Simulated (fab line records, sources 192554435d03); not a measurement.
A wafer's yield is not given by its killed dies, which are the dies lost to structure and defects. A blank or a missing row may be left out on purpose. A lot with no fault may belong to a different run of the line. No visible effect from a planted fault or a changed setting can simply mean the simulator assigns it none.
Struck lot and sound lot, side by side    flow n5 finfet    38 out of 1938 route steps
Sound: the wafers L677.1, L677.2, L677.5. Struck: wafer L681.4. (L681.1, L681.2 of the same lot were not struck and are left out.) The cause comes at the end.
Order at every step that has rows: each side's tool, ch and its chambers, its first start. Under that, the readings that differ: sound wafers    struck wafers    difference of the means    sigmas: that difference in standard deviations of wafers without a fault.
alike: same words and numbers on both sides, and readings whose means sit less than 2 such deviations apart. not compared: any withheld reading, any reading some wafer has no value for, any bound like >300 that may hide the same value, and any number with overlapping values for which the record gives no deviation.
The two part at a step that has a row with sigmas, a row that says differs or no value, or rows on one side only. Numbers that have no deviation but don't overlap get no sigmas and don't part them. A reading missing from all wafers of one side parts the sides only when that side holds two or more wafers.

first, 9 steps without rows for these wafers: N5_BEOL_M4_ANNEAL_95 (time 240 s); N5_BEOL_M4_SPUTTER_96 (material Cu, target thk 4.5 nm, time 8.29 s); N5_BEOL_M4_ECD_50 (material Cu, target thk 300 nm); N5_BEOL_M4_ANNEAL_51 (time 90 s); N5_BEOL_M4_CMP_52 (polishes, stops on SiOC, t overpolish 6.8 s, target thk 40 nm); N5_BEOL_M4_PRE_CLEAN_60 (time 15 s); N5_BEOL_M4_CO_CAP_55 (material Co, precursor CCTBA/H2, target thk 2 nm, time 102.1 s); N5_BEOL_M4_PRE_CLEAN_56 (time 15 s); N5_BEOL_M4_DEP_57 (deposits SiCN from 3MS/NH3, target thk 8 nm, time 14 s).
N5_BEOL_M4_RC_MEAS_101:
  sound on prober-01 ch 0, day 12 04:55; struck on prober-01 ch 0, day 14 08:31
reading        sound           struck  difference  sigmas
DIBL_N (mV/V)  35.7 39.1 38.1  33.6    -4.0        -2
  alike: DIBL_P, IOFF_N, IOFF_P, ION_N, ION_P, SS_N, SS_P, VT_N, VT_P
then, 24 steps without rows for these wafers: N5_BEOL_M5_ILD_DEP_00 (deposits SiCOH lowk from DEMS/porogen, target thk 140.64 nm, time 25.9 s); N5_BEOL_M5_CURE_79 (cures SiCOH lowk, time 240 s); N5_BEOL_M5_PECVD_70 (deposits SiO2 from TEOS/O2, target thk 16 nm, time 18 s); N5_BEOL_M5_HM_DEP_02 (deposits TiN, target thk 20 nm); N5_BEOL_M5_COAT_59 (time 60 s, resist thk 60 nm); N5_BEOL_M5_COAT_60 (time 60 s, resist thk 12 nm); N5_BEOL_M5_COAT_71 (time 60 s, resist thk 5 nm); N5_BEOL_M5_COAT_05 (resist thk 30 nm); N5_BEOL_M5_EBR_07; N5_BEOL_M5_SOFTBAKE_06 (time 60 s); N5_BEOL_M5_EXPOSE_08 (exposes mask M5, target cd 28 nm); N5_BEOL_M5_PEB_09 (peb time 60 s); N5_BEOL_M5_DEVELOP_10 (develop time 30 s); N5_BEOL_M5_DESCUM_16 (chemistry O2, time 7 s); N5_BEOL_M5_ETCH_72 (etches underlayer in N2/H2, target depth 6.5 nm, time 5.2 s); N5_BEOL_M5_ETCH_61 (etches SiARC in CF4, target depth 15.6 nm, time 26 s); N5_BEOL_M5_ETCH_62 (etches SOC in N2/H2, target depth 75 nm, overetch 15 nm, time 112.5 s); N5_BEOL_M5_STRIP_63 (strips in N2/H2); N5_BEOL_M5_STRIP_73 (strips in N2/H2); N5_BEOL_M5_STRIP_64 (strips in CF4); N5_BEOL_M5_HM_OPEN_17 (chemistry Cl2/BCl3, target TiN, target depth 20 nm, overetch 6 nm); N5_BEOL_M5_STRIP_19 (strips in O2); N5_BEOL_M5_COAT_65 (time 60 s, resist thk 60 nm); N5_BEOL_M5_COAT_66 (time 60 s, resist thk 12 nm).
N5_BEOL_M9_ILD_DEP_00: deposits SiCOH lowk from DEMS/porogen, target thk 308.51 nm, time 58 s.
  sound on pecvd-01 ch 0,1,2, day 13 23:20; struck on pecvd-01 ch 0, day 16 00:28
reading                                             sound              struck  difference  sigmas
run length s (s)                                    100.2 101.2 100.3  126.3   +25.7       +48
model.SiCOH_lowk_of_BEOL_M9_ILD_DEP_00.thk nm (nm)  305.4 305.2 307.8  443.6   +137.5      
  alike: chamber pressure Torr, heater power w, showerhead plenum p Torr, throttle valve pct
N5_BEOL_M9_THK_MEAS_01:
  sound on film metro-01 at day 14 00:17; struck on film metro-01 at day 16 01:03
reading          sound        struck  difference  sigmas
M9_ILD_THK (nm)  265 265 267  388     +122        +38
N5_BEOL_M9_CMP_52: polishes, stops on SiCOH lowk, t overpolish 7 s, target thk 140 nm.
  sound on cmp-02 ch 0,1, day 14 09:05; struck on cmp-02 ch 1, day 16 07:04
reading                                             sound            struck  difference  sigmas
model.SiCOH_lowk_of_BEOL_M9_ILD_DEP_00.thk nm (nm)  262.4 262 264.2  385.4   +122.5      
  alike: motor current A
-- the record jumps here: 3 days lie between the struck wafers' starts before and after (it left off in module BEOL_M9 and takes up again in module PASSIVATION, whose first step shown is number 1936 of the route) --
N5_PASSIVATION_PROBE_49:
  sound on prober-02 at day 16 17:05; struck on prober-02 at day 18 21:38
reading                   sound           struck  difference  sigmas
defect limited yield (%)  92.3 91.4 91.8  0       -92         -61
killed_at_M4_up           7 8 6           1096    +1089       +99 or more
killed at other           9 20 14         3       -11         -3
killed dies               91 102 97       1180    +1083       +60
killed on rim             12 8 10         152     +142        +35
sort_bin_5_function (%)   3.8 5.1 5.0     97.0    +92.4       +92
sort n pass               1089 1078 1083  0       -1083       -60
sort yield pct (%)        92.3 91.4 91.8  0       -92         -61
  alike: killed_at_M0_to_M3, killed at contacts, killed at front end, killed open, killed short, sort_bin_6_memory, sort_bin_8_speed

== WHERE THEY PART ==
First at N5_BEOL_M4_RC_MEAS_101; last, within this record, at N5_PASSIVATION_PROBE_49.

WHY: what the simulator had put in
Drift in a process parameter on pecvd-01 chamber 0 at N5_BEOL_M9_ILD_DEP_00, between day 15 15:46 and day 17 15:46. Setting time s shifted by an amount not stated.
